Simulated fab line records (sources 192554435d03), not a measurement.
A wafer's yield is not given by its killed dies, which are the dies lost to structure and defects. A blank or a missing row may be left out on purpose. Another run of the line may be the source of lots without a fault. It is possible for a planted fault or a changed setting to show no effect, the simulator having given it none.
Matching of chambers -- flow n5Finfet -- N5_BEOL_M7_STRIP_19 on rieDiel-02: 4 sister chambers
The step strips in O2. 4 wafers are shown with their chamber, then 9 later ones without.

== WAFERS PAIRED WITH THEIR CHAMBERS ==
wafer,chamber,showerheadPlenumPTorr (Torr)
L089.1,1,2.03
L089.5,2,2.09
L090.3,0,2.13
L090.5,3,1.99

== WAFERS WITH NO CHAMBER GIVEN ==
wafer,showerheadPlenumPTorr (Torr)
L093.2,2.03
L093.3,2.09
L093.5,2.03
L094.1,2.03
L094.5,1.99
L094.6,2.02
L097.2,2.02
L097.3,2.13
L097.5,2.26

== CHAMBER TAKEN BY EACH ==
wafer,from the rows above,in truth
L093.2,can't be placed: 1 or 3 or 2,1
L093.3,can't be placed: 2 or 0 or 1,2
L093.5,can't be placed: 1 or 3 or 2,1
L094.1,can't be placed: 1 or 3 or 2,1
L094.5,can't be placed: 3 or 1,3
L094.6,can't be placed: 1 or 3 or 2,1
L097.2,can't be placed: 1 or 3 or 2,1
L097.3,can't be placed: 0 or 2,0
L097.5,can't be placed: 0 or 2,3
0 of 9 placed correctly. Cannot be placed on the basis of these rows: 9; the candidates contain the true chamber in 8. 0 placed wrongly.
How it was worked out, from the rows above alone: a wafer's distance from a chamber is the root of the sum, over the readings, of the square of ((its reading less the chamber's mean) divided by the reading's scatter). The wafer belongs to the nearest chamber; if the next one is less than 2 further off, it can't be placed. Each chamber's mean is taken over the wafers shown for it. The scatter (one wafer shown for each chamber): square how far every hidden wafer sits from the nearest shown wafer, average those squares and take the square root.
